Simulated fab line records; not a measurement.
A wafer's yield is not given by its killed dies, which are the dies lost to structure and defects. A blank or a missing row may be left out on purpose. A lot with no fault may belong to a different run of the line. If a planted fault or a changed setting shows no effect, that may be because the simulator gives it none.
fab line records -- flow n5_finfet
record: lots: 4, wafers: 12, last_day: 17
route steps=1938 shown BEOL_M0_SAQP@646 BEOL_M4@1111
lots untouched by any fault: they come from a run of this same line in which no faults occurred
start_h: hours from the record's first day to the start of the lot's first wafer shown -- wait_h: hours from the lot's prior step to this one -- " same as the row above -- L1.1+2: one row covering several wafers at once -- - no value, or no start was given -- * or withheld: withheld -- < > ~ a bound
route shown NAME@n: a module of which the file shows steps, and the number in the route of the first -- usual: mean/standard deviation of fault-free wafers -- same: alike in all rows -- chamber/n: place in a boat -- sites: the reading at each site -- _std_site: standard deviation across them -- _edge_site: mean of outer sites minus mean of inner sites -- radius_mm: how far each site lies from the wafer's centre -- mask NAME#n: copy n -- behind: the most recent tool/chamber to have shaped the wafer -- hold: reason for holding the lot/hours on hold/outcome of the hold -- device: the transistor (n, p or np) that didn't switch -- end of line: the route-end tests of the same wafers -- for a step that has no rows: nothing shown but its recipe -- killed: count of dies lost to structure and defects at first sort (not the wafer's yield) -- map: dies across one wafer; x = killed, . = not, _ = none there
set.NAME: the setting that was run; set.NAME@STEP: the one run at that earlier step -- model.NAME: the simulator's own value behind a step, which no gauge read
a table for each step, a row for each wafer; lots at some steps of the route
services: the hour from which a tool's chamber was out of use, counted from the record's first day as start_h (under 0 if before that day), plus the number of hours and why
== steps ==
step: N5_BEOL_M0_SAQP_EXPOSE_11
recipe: mask_id: M0_CORE, na: 1.35, source_shape: dipole, sigma_inner: 0.538, sigma_outer: 0.738, polarization: te, target_cd_nm: 42, dose_mj: 55
step: N5_BEOL_M0_SAQP_PEB_12
recipe: peb_temp_c: withheld, peb_time_s: 60, resist: CAR-ArF
step: N5_BEOL_M0_SAQP_DEVELOP_13
recipe: develop_time_s: 30, developer: TMAH, resist: CAR-ArF, dev_temp_c: 23, rinse_liquid: diw, dry: air_spin
step: N5_BEOL_M0_SAQP_DESCUM_19
recipe: chemistry: O2, time_s: 7.9, source_power_w: 50, bias_power_w: 20, pressure_mtorr: 20, rf_frequency_hz: 2.712e+07, temp_c: 40, resist: CAR-ArF, o2_flow_sccm: 225
step: N5_BEOL_M0_SAQP_ETCH_83
recipe: chemistry: CF4, target: SiARC, target_depth_a: 390, mask_material: CAR-ArF, time_s: 65, ion_energy_ev: 80, pressure_mtorr: 40, source_w: 545, bias_w: 36, Ar_flow_sccm: 100, cf4_flow_sccm: 100, ends: cleared
step: N5_BEOL_M0_SAQP_ETCH_84
recipe: chemistry: N2/H2, target: SOC, target_depth_a: 1000, overetch_a: 200, mask_material: SiARC, temp_c: 40, time_s: 150, ion_energy_ev: 200, pressure_mtorr: 30, source_w: 840, bias_w: 150, n2_flow_sccm: 200, h2_flow_sccm: 200
step: N5_BEOL_M0_SAQP_STRIP_80
recipe: chemistry: N2/H2, temp_c: 40, n2_flow_sccm: 200, h2_flow_sccm: 200, rf_frequency_hz: 6e+07
step: N5_BEOL_M0_SAQP_HM_OPEN_112
recipe: chemistry: CHF3/O2, target: SiO2, stop_on: a-Si, target_depth_a: 120, over_etch_frac: 1.25, mask_material: SOC, time_s: 13.5, pressure_mtorr: 30, source_w: 650, bias_w: 170, Ar_flow_sccm: 200, CHF3_flow_sccm: 50, O2_flow_sccm: 5, ion_energy_ev: 200, ends: end_point
step: N5_BEOL_M0_SAQP_STRIP_113
recipe: chemistry: CHF3/O2, resist: SiARC, rf_frequency_hz: 6e+07
step: N5_BEOL_M0_SAQP_MANDREL_ETCH_20
recipe: target_depth_a: 600, chemistry: HBr/Cl2, target: a-Si, stop_on: SiNx, bt_time_s: 10, mask_material: SOC, over_etch_frac: 0.5, time_s: 30, pressure_mtorr: 10, icp_w: 800, bias_w: 75, HBr_flow_sccm: 150, Cl2_flow_sccm: 80, ends: end_point
usual: bias_w: 75.03/0.22, drypump_motor_current_A: 5.7/0.42, mfc_cl2_sccm: 80.00/0.23, oes_product_au: 0.772/0.011, throttle_valve_pct: 35.46/0.29
lot.wafer,tool,chamber,start_h,wait_h,bias_w,drypump_motor_current_A,mfc_cl2_sccm,oes_product_au,rf_hours_counter_h,throttle_valve_pct,model.SOC_of_BEOL_M0_SAQP_COAT_81.thk_nm,model.SiNx_of_BEOL_M0_SAQP_PECVD_97.thk_nm
L343.4,rie_si-06,0,175.22,0.0,74.75,5.5,80.20,0.773,9,35.38,76,18.6
L343.5,rie_si-06,1,175.22,0.0,74.96,5.6,79.96,0.777,-,35.61,76.8,19
L343.6,rie_si-06,2,175.22,0.0,75.28,5.7,80.10,0.784,-,35.87,76.2,18.8
L349.1,rie_si-06,3,202.27,0.0,93.68,6.3,80.16,0.760,2,35.54,73.6,16.4
L349.3,rie_si-06,1,202.27,0.0,93.65,5.6,80.58,0.771,143,35.60,74.2,17
L349.4,rie_si-06,2,202.27,0.0,93.60,5.7,80.04,0.769,62,35.88,74,17
L354.4,rie_si-02,0,232.89,0.1,75.13,5.2,79.86,0.781,-,35.05,76.6,18.6
L354.5,rie_si-02,2,232.89,0.1,74.96,5.0,79.81,0.775,-,35.50,76,18.2
L354.6,rie_si-02,1,232.89,0.1,74.70,5.9,80.04,0.768,-,35.69,76,18.2
L353.1,rie_si-06,1,236.93,0.0,93.86,5.6,79.73,0.762,143,35.61,72.8,17
L353.4,rie_si-06,2,236.93,0.0,93.71,5.7,79.99,0.771,62,35.86,72.6,17.4
L353.5,rie_si-06,1,236.93,0.0,93.62,5.6,79.67,0.781,-,35.59,73,17.4
step: N5_BEOL_M0_SAQP_STRIP_86
recipe: chemistry: N2/H2, power_w: 500, temp_c: 40, pressure_mtorr: 50, rf_frequency_hz: 6e+07, overash_fraction: 0.3, bias_power_w: 28, h2_frac: 0.5, n2_flow_sccm: 300, h2_flow_sccm: 300
step: N5_BEOL_M0_SAQP_STRIP_115
recipe: chemistry: post_etch_residue_remover, time_s: 60, temp_c: 25, remover_ph: withheld, remover_water_wt_pct: withheld, remover_fluoride_wt_pct: withheld
step: N5_BEOL_M0_SAQP_SRD_93
recipe: dry: ipa_marangoni, time_s: 30, temp_c: 23, rinse_liquid: diw
step: N5_BEOL_M0_SAQP_RECESS_114
recipe: chemistry: HF/NH3, target: SiO2, target_depth_a: 144, afs_cycles: 3, temp_c: 30, sublimation_temp_c: 180, sublimation_time_s: 60
step: N5_BEOL_M0_SAQP_SPACER1_ALD_98
recipe: material: SiO2, target_thk_a: 128, temp_c: 300, ald_precursor_family: BDEAS, ald_co_reactant: O2-plasma, pulse_time_s: 1, purge_time_s: 2, co_reactant_purge_time_s: 2, ald_cycles: 138, pressure_torr: 2
step: N5_BEOL_M0_SAQP_SPACER1_ETCHBACK_99
recipe: chemistry: CHF3/O2, mode: anisotropic_etchback, target: SiO2, target_depth_a: 154, time_s: 7.7, pressure_mtorr: 30, source_w: 650, bias_w: 170, Ar_flow_sccm: 200, CHF3_flow_sccm: 50, O2_flow_sccm: 5, ion_energy_ev: 200
step: N5_BEOL_M0_SAQP_MANDREL1_REMOVE_100
recipe: chemistry: HBr/Cl2/O2, bt_time_s: 10, target: a-Si, stop_on: SiNx, endpoint: OES-SiCl, over_etch_frac: 0.85, icp_w: 600, bias_w: 30, HBr_flow_sccm: 150, Cl2_flow_sccm: 80, O2_flow_sccm: 5, pressure_mtorr: 10
step: N5_BEOL_M0_SAQP_ETCH_101
recipe: chemistry: CH3F/O2, target: SiNx, mask_material: SiO2, target_depth_a: 299, time_s: 42.7, pressure_mtorr: 30, source_w: 395, bias_w: 73, Ar_flow_sccm: 150, CH3F_flow_sccm: 30, O2_flow_sccm: 20, ion_energy_ev: 120
step: N5_BEOL_M0_SAQP_ETCH_102
recipe: chemistry: CF4, target: SiO2, target_depth_a: 40, ion_energy_ev: 350, time_s: 4.4, pressure_mtorr: 10, icp_w: 800, bias_w: 400, cf4_flow_sccm: 80
step: N5_BEOL_M0_SAQP_MANDREL_ETCH_103
recipe: chemistry: HBr/Cl2, target: a-Si, target_depth_a: 450, bt_time_s: 10, stop_on: SiCN, mask_material: SiO2, over_etch_frac: 0.8, time_s: 27, pressure_mtorr: 10, icp_w: 800, bias_w: 75, HBr_flow_sccm: 150, Cl2_flow_sccm: 80, ends: end_point
step: N5_BEOL_M0_SAQP_RECESS_104
recipe: chemistry: HF/NH3, target: SiO2, target_depth_a: 180, afs_cycles: 3, temp_c: 30, sublimation_temp_c: 180, sublimation_time_s: 60
step: N5_BEOL_M0_SAQP_COAT_105
recipe: resist: SOC, temp_c: 250, time_s: 60, spin_rpm: 1500, resist_thk_nm: 100
step: N5_BEOL_M0_SAQP_ETCH_106
recipe: chemistry: N2/H2, target: SOC, target_depth_a: 1500, stop_on: SiNx, ion_energy_ev: 100, bias_w: 61, pressure_mtorr: 30, source_w: 850, n2_flow_sccm: 200, h2_flow_sccm: 200
usual: bias_w: 61.02/0.19, drypump_motor_current_A: 5.84/0.24, oes_product_au: 0.75/0.068, rf_vpp_V: 240.4/1.5, showerhead_plenum_p_Torr: 2.53/0.099, throttle_valve_pct: 17.95/0.2
lot.wafer,tool,chamber,start_h,wait_h,bias_w,drypump_motor_current_A,oes_product_au,rf_hours_counter_h,rf_vpp_V,showerhead_plenum_p_Torr,throttle_valve_pct,model.SiNx_of_BEOL_M0_SAQP_PECVD_97.thk_nm
L343.4,rie_diel-03,0,177.68,-,60.81,6.26,0.72,-,240.5,2.53,18.12,15.6
L343.5,rie_diel-03,2,177.68,-,61.23,5.73,0.75,-,241.7,2.63,17.87,16
L343.6,rie_diel-03,1,177.68,-,61.06,5.61,0.75,-,238.6,2.44,18.12,15.8
L349.1,rie_diel-05,2,204.27,-,61.05,5.81,0.85,63,243.4,2.70,17.99,13.4
L349.3,rie_diel-05,0,204.27,-,61.72,5.81,0.68,233,240.1,2.51,18.25,14
L349.4,rie_diel-05,3,204.27,-,61.21,6.00,0.73,158,239.9,2.43,17.88,14
L354.4,rie_diel-03,1,235.35,-,61.05,5.59,0.73,190,238.1,2.44,18.15,15.6
L354.5,rie_diel-03,1,235.35,-,61.11,5.60,0.73,-,237.9,2.44,18.14,15.2
L354.6,rie_diel-03,2,235.35,-,60.48,5.71,0.74,-,241.8,2.62,17.89,15.2
L353.1,rie_diel-04,1,239.41,-,61.17,6.00,0.82,95,239.6,2.48,17.67,14
L353.4,rie_diel-04,3,239.41,-,61.07,6.22,0.72,192,240.5,2.54,18.14,14.6
L353.5,rie_diel-04,1,239.41,-,60.93,6.00,0.81,-,240.4,2.48,17.68,14.4
step: N5_BEOL_M0_SAQP_ETCH_107
recipe: chemistry: CH3F/O2, target: SiNx, target_depth_a: 300, mask_material: SOC, pressure_mtorr: 30, source_w: 395, bias_w: 73, Ar_flow_sccm: 150, CH3F_flow_sccm: 30, O2_flow_sccm: 20, ion_energy_ev: 120
step: N5_BEOL_M4_RC_MEAS_101
usual: DIBL_N: 36.8/1.5, DIBL_P: 37.1/2.1, IOFF_N: 0.168/0.03, IOFF_P: 0.22/0.034, ION_N: 679/12, ION_P: 466/8, SS_N: 71.7/0.58, SS_P: 73.5/0.67, VT_N: 248.8/2.7, VT_P: -250/3.3
lot.wafer,tool,chamber,start_h,wait_h,DIBL_N[mV/V],DIBL_P[mV/V],IOFF_N[nA/um],IOFF_P[nA/um],ION_N[uA/um],ION_P[uA/um],SS_N[mV/dec],SS_P[mV/dec],VT_N[mV],VT_P[mV]
L343.4,prober-02,0,216.58,0.5,36.7,38.2,0.169,0.20,673,459,71.4,73.1,248.1,-253
L343.5,prober-02,0,216.58,0.5,37.8,39.3,0.189,0.22,680,461,71.5,74.2,245.8,-251
L343.6,prober-02,0,216.58,0.5,37.0,37.7,0.177,0.21,681,458,71.6,73.9,248.0,-252
L349.1,prober-01,0,262.82,0.0,36.1,35.5,0.140,0.20,663,459,71.2,73.2,250.6,-250
L349.3,prober-01,0,262.82,0.0,35.8,35.5,0.140,0.21,675,469,71.7,72.7,247.9,-251
L349.4,prober-01,0,262.82,0.0,36.9,37.7,0.172,0.24,698,472,71.3,73.8,246.5,-249
L354.4,prober-02,0,288.60,0.5,36.9,36.6,0.165,0.21,680,469,71.8,73.4,248.8,-255
L354.5,prober-02,0,288.60,0.5,37.2,37.0,0.182,0.23,697,481,72.4,73.6,250.4,-249
L354.6,prober-02,0,288.60,0.5,40.1,41.3,0.252,0.31,699,473,73.1,74.5,243.5,-246
L353.1,prober-02,0,294.46,0.0,38.6,37.1,0.166,0.19,668,448,72.1,74.1,251.5,-256
L353.4,prober-02,0,294.46,0.0,36.1,33.6,0.122,0.14,654,441,71.7,72.8,254.6,-260
L353.5,prober-02,0,294.46,0.0,38.1,36.7,0.153,0.17,668,449,72.3,73.7,252.0,-260
== services ==
tool,chamber,start_h,hours,kind
rie_diel-05,2,156.09,5.9,repair
rie_diel-03,-,158.81,0.4,repair
rie_si-06,-,163.30,0.8,repair
rie_diel-04,2,166.33,-,clean
rie_diel-04,2,166.33,-,consumable_replace:esc
rie_diel-04,2,166.33,-,consumable_replace:focus_ring
rie_diel-04,2,166.33,-,consumable_replace:showerhead
rie_diel-04,2,166.33,17.8,scheduled_down
rie_diel-04,2,166.33,17.8,vent_cycle
rie_diel-03,3,173.66,-,clean
rie_diel-03,3,173.66,-,consumable_replace:focus_ring
rie_diel-03,3,173.66,-,consumable_replace:showerhead
rie_diel-03,3,173.66,21.4,scheduled_down
rie_diel-03,3,173.66,21.4,vent_cycle
rie_diel-05,1,210.42,-,clean
rie_diel-05,1,210.42,-,consumable_replace:focus_ring
rie_diel-05,1,210.42,23.2,scheduled_down
rie_diel-05,1,210.42,23.2,vent_cycle
rie_si-02,2,217.46,1.7,repair
rie_si-02,3,221.68,11.3,repair
rie_diel-04,-,234.11,1.7,repair
rie_si-02,2,234.76,1.0,repair
== key ==
first_sign: step: N5_BEOL_M0_SAQP_MANDREL_ETCH_20, reading: bias_w, direction: up, sigmas: 84, usual: *, struck: *
effect none on later readings
model_effect: step: N5_BEOL_M0_SAQP_MANDREL_ETCH_20, value: SOC_of_BEOL_M0_SAQP_COAT_81.thk_nm, without: 75.77, struck: 73.37
model_effect: step: N5_BEOL_M0_SAQP_ETCH_106, value: SiNx_of_BEOL_M0_SAQP_PECVD_97.thk_nm, without: 14.97, struck: 14.07
met_at N5_BEOL_M0_SAQP_MANDREL_ETCH_20
struck_wafers L349.1,L349.3,L349.4,L353.1,L353.4,L353.5
onset_between 175.22 202.27
fault: kind: process_parameter_drift, tool: rie_si-06, chamber: -, onset_h: 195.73, steps: N5_BEOL_M0_SAQP_MANDREL_ETCH_20, channel: bias_w, offset: *, shape: step, end_h: 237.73, acts_in: *, stated: *
